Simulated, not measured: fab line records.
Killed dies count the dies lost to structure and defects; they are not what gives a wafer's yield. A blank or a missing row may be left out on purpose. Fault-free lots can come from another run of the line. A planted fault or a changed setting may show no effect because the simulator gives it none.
Split-lot study	flow n5 finfet	on a route of 1938 steps: 7 lots, 39 wafers read

ON THE SPLIT
At N5_BEOL_M15_DEP_53 (deposits SiCN from 3MS/NH3, target thk 50 nm, time 17.8 s), the setting time s was moved away from the recipe's 17.8 s on 15 of the 39 wafers read, by -42.4% to +33.7%. For the rest of the wafers, this setting stayed at what the recipe calls for.

Reading taken at the split's own step.

THE READING
SiCN_of_BEOL_M15_DEP_53.thk nm (the simulator's own value, which no gauge read), in nm, at N5_BEOL_M15_DEP_53 (deposits SiCN from 3MS/NH3, target thk 50 nm, time 17.8 s). No usual value for it is given in the file. Across the 24 wafers here that went through the recipe, the average is 50.3 nm and the standard deviation 0.64 nm.

wafer	tool, chamber at the split	time s as run, s	against the recipe	SiCN_of_BEOL_M15_DEP_53.thk nm, nm	against lot-mates on the recipe
L074.1	pecvd-03, 1	17.8	recipe	49.4	-
L074.2	pecvd-03, 2	12.7	-28.7%	36	-14.1
L074.3	pecvd-03, 0	17.8	recipe	50.6	-
L074.4	pecvd-03, 0	12.7	-28.7%	36.6	-13.5
L074.5	pecvd-03, 1	12.7	-28.7%	36.2	-13.9
L074.6	pecvd-03, 2	17.8	recipe	50.4	-
L076.1	pecvd-03, 1	17.8	recipe	49.4	-
L076.2	pecvd-03, 2	17.8	recipe	50	-
L076.3	pecvd-03, 0	17.8	recipe	50.6	-
L076.4	pecvd-03, 2	23.13	+29.9%	66	+16.0
L076.5	pecvd-03, 0	23.13	+29.9%	66.4	+16.4
L076.6	pecvd-03, 1	23.13	+29.9%	64.8	+14.8
L080.1	pecvd-02, 2	23.79	+33.7%	65.8	+15.7
L080.2	pecvd-02, 0	17.8	recipe	49.8	-
L080.3	pecvd-02, 1	23.79	+33.7%	67.6	+17.5
L080.4	pecvd-02, 1	23.79	+33.7%	68.6	+18.5
L080.5	pecvd-02, 0	17.8	recipe	50	-
L080.6	pecvd-02, 2	17.8	recipe	50.4	-
L083.1	pecvd-03, 1	17.8	recipe	49.8	-
L083.2	pecvd-03, 0	17.8	recipe	50.2	-
L083.3	pecvd-03, 2	17.8	recipe	50.4	-
L083.4	pecvd-03, 0	17.8	recipe	51	-
L083.5	pecvd-03, 2	17.8	recipe	51.4	-
L083.6	pecvd-03, 1	17.8	recipe	50.6	-
L085.1	pecvd-04, 1	11.39	-36.0%	32.2	-18.0
L085.2	pecvd-04, 2	11.39	-36.0%	32	-18.2
L085.3	pecvd-04, 2	17.8	recipe	49.6	-
L085.4	pecvd-04, 1	17.8	recipe	50.8	-
L085.5	pecvd-04, 2	17.8	recipe	50.2	-
L085.6	pecvd-04, 1	11.39	-36.0%	32.8	-17.4
L090.1	pecvd-02, 1	17.8	recipe	51	-
L090.2	pecvd-02, 2	17.8	recipe	49	-
L090.6	pecvd-02, 2	17.8	recipe	50.2	-
L094.1	pecvd-02, 0	10.26	-42.4%	30	-20.6
L094.2	pecvd-02, 1	10.26	-42.4%	30.2	-20.4
L094.3	pecvd-02, 2	17.8	recipe	49.4	-
L094.4	pecvd-02, 2	10.26	-42.4%	29	-21.6
L094.5	pecvd-02, 0	17.8	recipe	51.4	-
L094.6	pecvd-02, 1	17.8	recipe	51	-

THE FIT
A straight line over all 39 wafers: SiCN_of_BEOL_M15_DEP_53.thk nm changes by +0.498 nm for each +1% of time s; r = +1.00; the points scatter about the line by 0.7 nm.
The same after taking each lot's own level away (the mean of its wafers on the recipe; 39 wafers): +0.502 nm for each +1%; r = +1.00; scatter 0.68 nm.
On that fit, the largest move of time s shifts the reading by 21 nm.
The span of the lots' own levels, 50.00 to 50.60 nm, comes to 0.9 times the standard deviation stated above.
The two slopes agree, so the slope changes little with the lot-to-lot level.
Check: for one of the wafers moved furthest among these (-42.4%), held out of the fit, the line's prediction against its lot-mates is -21.2 nm. Against them it came out at -20.6 nm.

OTHER SPLITS APPLIED TO THESE WAFERS
Before the reading, these wafers also passed through other splits. Each is held against what the fit with the lots' levels taken away leaves over:
other split on the same wafers	wafers away from the commonest value	r with SiCN_of_BEOL_M15_DEP_53.thk nm (lot level and that fit taken away)
N5_FIN_CUT_CUT_ETCH_26 time s	12	-0.07
N5_SD_EPI_P_ETCH_16 target depth a	12	+0.13
N5_BEOL_M0_DEP_125 time s	15	+0.05
N5_BEOL_M2_DEP_57 time s	15	-0.01
N5_BEOL_M11_ETCH_66 time s	15	-0.11

THE FILE'S OWN FIT
SiCN_of_BEOL_M15_DEP_53.thk nm changes by +0.501 nm for each +1% of time s, r = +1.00.
